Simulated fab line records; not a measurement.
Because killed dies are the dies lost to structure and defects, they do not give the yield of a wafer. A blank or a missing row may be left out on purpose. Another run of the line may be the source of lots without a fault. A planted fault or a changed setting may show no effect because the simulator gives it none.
Chamber matching || flow n5Finfet || N5_DUMMY_GATE_STRIP_41 on rieDiel-06: 4 sister chambers
The step strips in O2. 14 wafers are shown with their chamber, then 7 later ones without.

## WAFERS PAIRED WITH THEIR CHAMBERS
{"wafer": "L521.2", "chamber": 3, "drypumpMotorCurrentA (A)": 4.9, "showerheadPlenumPTorr (Torr)": 2.10, "throttleValvePct (%)": 16.66}
{"wafer": "L521.4", "chamber": 1, "drypumpMotorCurrentA (A)": 6.0, "showerheadPlenumPTorr (Torr)": 2.18, "throttleValvePct (%)": 16.92}
{"wafer": "L521.6", "chamber": 1, "drypumpMotorCurrentA (A)": 6.0, "showerheadPlenumPTorr (Torr)": 2.18, "throttleValvePct (%)": 16.94}
{"wafer": "L532.1", "chamber": 2, "drypumpMotorCurrentA (A)": 5.7, "showerheadPlenumPTorr (Torr)": 2.01, "throttleValvePct (%)": 16.73}
{"wafer": "L532.2", "chamber": 3, "drypumpMotorCurrentA (A)": 4.9, "showerheadPlenumPTorr (Torr)": 2.09, "throttleValvePct (%)": 16.69}
{"wafer": "L532.5", "chamber": 3, "drypumpMotorCurrentA (A)": 4.9, "showerheadPlenumPTorr (Torr)": 2.10, "throttleValvePct (%)": 16.70}
{"wafer": "L535.1", "chamber": 0, "drypumpMotorCurrentA (A)": 6.4, "showerheadPlenumPTorr (Torr)": 2.15, "throttleValvePct (%)": 16.46}
{"wafer": "L535.2", "chamber": 1, "drypumpMotorCurrentA (A)": 6.0, "showerheadPlenumPTorr (Torr)": 2.17, "throttleValvePct (%)": 16.96}
{"wafer": "L535.4", "chamber": 2, "drypumpMotorCurrentA (A)": 5.7, "showerheadPlenumPTorr (Torr)": 2.01, "throttleValvePct (%)": 16.74}
{"wafer": "L536.2", "chamber": 1, "drypumpMotorCurrentA (A)": 6.0, "showerheadPlenumPTorr (Torr)": 2.17, "throttleValvePct (%)": 16.99}
{"wafer": "L536.3", "chamber": 0, "drypumpMotorCurrentA (A)": 6.5, "showerheadPlenumPTorr (Torr)": 2.15, "throttleValvePct (%)": 16.50}
{"wafer": "L536.5", "chamber": 3, "drypumpMotorCurrentA (A)": 4.9, "showerheadPlenumPTorr (Torr)": 2.09, "throttleValvePct (%)": 16.71}
{"wafer": "L537.2", "chamber": 2, "drypumpMotorCurrentA (A)": 5.6, "showerheadPlenumPTorr (Torr)": 2.00, "throttleValvePct (%)": 16.74}
{"wafer": "L537.4", "chamber": 2, "drypumpMotorCurrentA (A)": 5.7, "showerheadPlenumPTorr (Torr)": 2.00, "throttleValvePct (%)": 16.75}

SIGNATURES, as means of the wafers listed above
{"reading": "drypumpMotorCurrentA", "chamber 0": 6.450, "chamber 1": 6.000, "chamber 2": 5.675, "chamber 3": 4.900, "scatter within a chamber": 0.0354}
{"reading": "showerheadPlenumPTorr", "chamber 0": 2.1500, "chamber 1": 2.1750, "chamber 2": 2.0050, "chamber 3": 2.0950, "scatter within a chamber": 0.00548}
{"reading": "throttleValvePct", "chamber 0": 16.4800, "chamber 1": 16.9525, "chamber 2": 16.7400, "chamber 3": 16.6900, "scatter within a chamber": 0.0225}
Rule: a wafer's distance from a chamber is the root of the sum, over the readings, of the square of ((its reading less the chamber's mean) divided by the reading's scatter). If the next closest chamber is less than 2 further off than the closest, the wafer can't be placed; otherwise it belongs to the closest. The scatter is the square root of a quotient: the sum, over the shown wafers, of each reading's squared deviation from its chamber's mean, divided by wafers minus chambers.

## WAFERS MISSING THEIR CHAMBER
{"wafer": "L537.6", "drypumpMotorCurrentA (A)": 4.9, "showerheadPlenumPTorr (Torr)": 2.09, "throttleValvePct (%)": 16.74}
{"wafer": "L539.1", "drypumpMotorCurrentA (A)": 6.0, "showerheadPlenumPTorr (Torr)": 2.17, "throttleValvePct (%)": 16.99}
{"wafer": "L539.3", "drypumpMotorCurrentA (A)": 5.7, "showerheadPlenumPTorr (Torr)": 2.00, "throttleValvePct (%)": 16.74}
{"wafer": "L539.4", "drypumpMotorCurrentA (A)": 6.5, "showerheadPlenumPTorr (Torr)": 2.15, "throttleValvePct (%)": 16.50}
{"wafer": "L540.1", "drypumpMotorCurrentA (A)": 6.0, "showerheadPlenumPTorr (Torr)": 2.17, "throttleValvePct (%)": 17.00}
{"wafer": "L540.3", "drypumpMotorCurrentA (A)": 5.7, "showerheadPlenumPTorr (Torr)": 2.00, "throttleValvePct (%)": 16.76}
{"wafer": "L540.4", "drypumpMotorCurrentA (A)": 6.5, "showerheadPlenumPTorr (Torr)": 2.15, "throttleValvePct (%)": 16.49}

## WHICH CHAMBER EACH ONE RAN IN
{"wafer": "L537.6", "from the rows above": 3, "in truth": 3}
{"wafer": "L539.1", "from the rows above": 1, "in truth": 1}
{"wafer": "L539.3", "from the rows above": 2, "in truth": 2}
{"wafer": "L539.4", "from the rows above": 0, "in truth": 0}
{"wafer": "L540.1", "from the rows above": 1, "in truth": 1}
{"wafer": "L540.3", "from the rows above": 2, "in truth": 2}
{"wafer": "L540.4", "from the rows above": 0, "in truth": 0}
Correctly placed: 7 of 7. Number that these rows cannot place: 0. Placed wrongly: 0.
